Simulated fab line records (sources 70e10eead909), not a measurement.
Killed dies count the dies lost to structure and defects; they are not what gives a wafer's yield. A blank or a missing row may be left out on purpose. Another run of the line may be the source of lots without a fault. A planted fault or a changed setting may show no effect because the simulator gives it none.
Which tool was responsible? + flow nand_harc + 6 lots with 18 wafers sampled at 4 steps, on a route of 1159 steps

== WHAT THE GAUGES SHOWED, per wafer ==
NHARC_P_GATE_CD_MEAS_59: target cd 720 nm.
| lot  | measured     | on        | cd_nm (nm)        |
|------|--------------|-----------|-------------------|
| L230 | day 5 06:11  | cd_sem-03 | 717.5 720.4 717.6 |
| L231 | day 5 18:23  | cd_sem-03 | 721.9 723.6 719.0 |
| L238 | day 7 11:35  | cd_sem-03 | 715.4 714.2 717.7 |
| L241 | day 8 20:15  | cd_sem-02 | 721.7 720.2 716.9 |
| L246 | day 9 12:13  | cd_sem-03 | 715.6 714.8 715.2 |
| L250 | day 10 15:47 | cd_sem-03 | 721.7 725.4 721.5 |

== WHAT TOOL EACH LOT RAN ON (gives the tool, then ch and the chambers of the sampled wafers, and finally the start) ==
| lot  | NHARC_P_GATE_HM_OPEN_105                      | NHARC_P_GATE_STRIP_108            | NHARC_P_GATE_EXPOSE_56            |
|------|-----------------------------------------------|-----------------------------------|-----------------------------------|
| L230 | rie_diel-03 ch 0,2,3, day 4 17:04 or earlier  | rie_diel-10 ch 0,2,3, day 4 17:04 | krf_scanner-02 ch 0, day 5 06:01  |
| L231 | rie_diel-10 ch 1,2, day 5 05:34 or earlier    | rie_diel-11 ch 0,2, day 5 05:34   | krf_scanner-04 ch 0, day 5 18:14  |
| L238 | rie_diel-03 ch 0,1, day 6 22:38 or earlier    | rie_diel-03 ch 0,2,3, day 6 22:38 | krf_scanner-02 ch 0, day 7 11:26  |
| L241 | rie_diel-03 ch 1,2,3, day 8 02:12 or earlier  | rie_diel-11 ch 0,2,3, day 8 02:12 | krf_scanner-04 ch 0, day 8 20:06  |
| L246 | rie_diel-10 ch 0,1, day 8 23:16 or earlier    | rie_diel-03 ch 0,1,3, day 8 23:16 | krf_scanner-02 ch 0, day 9 12:04  |
| L250 | rie_diel-11 ch 0,1,3, day 10 02:38 or earlier | rie_diel-10 ch 0,3, day 10 02:38  | krf_scanner-04 ch 0, day 10 15:38 |
- NHARC_P_GATE_HM_OPEN_105: chemistry O2/COS, target depth 360 nm.
- NHARC_P_GATE_STRIP_108: strips in O2.
- NHARC_P_GATE_EXPOSE_56: exposes mask P PSD, target cd 720 nm.

== THE ANSWER, worked out from the rows above alone ==
Rule: usual is defined by the lots themselves. Put in order of their means at a reading, lots are off if they are a third of the lots or fewer, leave a main group of 4 or more, and stand apart from it by a gap of 3 or more times the standard deviation of the main group's means; of several such gaps the widest counts. A main group whose means are all the same, to the digits that the tables above print for the reading, isn't used. A lot without any number at a reading at which 4 lots or more have one is off too. The other lots that the step has rows for count as sound.
No lot is off at any reading shown: from this, nothing can be told.

== WHAT THE SIMULATOR PUT IN ==
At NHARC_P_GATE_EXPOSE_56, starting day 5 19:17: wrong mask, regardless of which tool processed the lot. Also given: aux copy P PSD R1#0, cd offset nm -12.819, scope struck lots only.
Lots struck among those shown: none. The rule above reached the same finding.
